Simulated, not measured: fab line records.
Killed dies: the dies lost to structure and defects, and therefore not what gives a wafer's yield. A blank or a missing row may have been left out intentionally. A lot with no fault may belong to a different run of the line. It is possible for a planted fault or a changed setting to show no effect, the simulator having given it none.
Chamber matching || flow n5 finfet || N5_STI_FIN_REVEAL_ETCH_34 on rie si-05: 4 sister chambers
The step etches Si in H2, material Si, target depth 0.97 nm. 8 wafers are shown with their chamber, then 8 later ones without.

## WAFERS PAIRED WITH THEIR CHAMBERS
{"wafer": "L085.3", "chamber": 1, "drypump motor current A (A)": 6.2, "oes product au (a.u.)": 1.008}
{"wafer": "L087.1", "chamber": 1, "drypump motor current A (A)": 6.1, "oes product au (a.u.)": 1.006}
{"wafer": "L087.2", "chamber": 2, "drypump motor current A (A)": 5.6, "oes product au (a.u.)": 1.025}
{"wafer": "L087.5", "chamber": 2, "drypump motor current A (A)": 5.6, "oes product au (a.u.)": 1.020}
{"wafer": "L088.3", "chamber": 0, "drypump motor current A (A)": 5.8, "oes product au (a.u.)": 0.983}
{"wafer": "L088.4", "chamber": 3, "drypump motor current A (A)": 5.0, "oes product au (a.u.)": 1.005}
{"wafer": "L088.5", "chamber": 3, "drypump motor current A (A)": 5.1, "oes product au (a.u.)": 0.990}
{"wafer": "L089.2", "chamber": 0, "drypump motor current A (A)": 5.8, "oes product au (a.u.)": 0.981}

## WAFERS WHOSE CHAMBER IS MISSING
{"wafer": "L089.3", "drypump motor current A (A)": 5.0, "oes product au (a.u.)": 1.001}
{"wafer": "L089.5", "drypump motor current A (A)": 5.8, "oes product au (a.u.)": 0.978}
{"wafer": "L092.1", "drypump motor current A (A)": 5.0, "oes product au (a.u.)": 1.001}
{"wafer": "L092.2", "drypump motor current A (A)": 6.2, "oes product au (a.u.)": 1.002}
{"wafer": "L092.5", "drypump motor current A (A)": 6.2, "oes product au (a.u.)": 1.007}
{"wafer": "L097.1", "drypump motor current A (A)": 5.6, "oes product au (a.u.)": 1.046}
{"wafer": "L097.3", "drypump motor current A (A)": 5.8, "oes product au (a.u.)": 0.995}
{"wafer": "L097.6", "drypump motor current A (A)": 5.6, "oes product au (a.u.)": 1.026}

## CHAMBER TAKEN BY EACH
{"wafer": "L089.3", "from the rows above": 3, "in truth": 3}
{"wafer": "L089.5", "from the rows above": 0, "in truth": 0}
{"wafer": "L092.1", "from the rows above": 3, "in truth": 3}
{"wafer": "L092.2", "from the rows above": 1, "in truth": 1}
{"wafer": "L092.5", "from the rows above": 1, "in truth": 1}
{"wafer": "L097.1", "from the rows above": 2, "in truth": 2}
{"wafer": "L097.3", "from the rows above": 0, "in truth": 0}
{"wafer": "L097.6", "from the rows above": 2, "in truth": 2}
Correctly placed: 8 of 8. Left unplaced by these rows: 0. Placed wrongly: 0.
How it was worked out, from the rows above alone: a wafer's distance from a chamber is the root of the sum, over the readings, of the square of ((its reading less the chamber's mean) divided by the reading's scatter). If the next closest chamber is less than 2 further off than the closest, the wafer can't be placed; otherwise it belongs to the closest. The mean given for a chamber averages the wafers shown for that chamber. The scatter: the root of (the sum of the squares of (reading less its chamber's mean) over the shown wafers, divided by (wafers less chambers)).
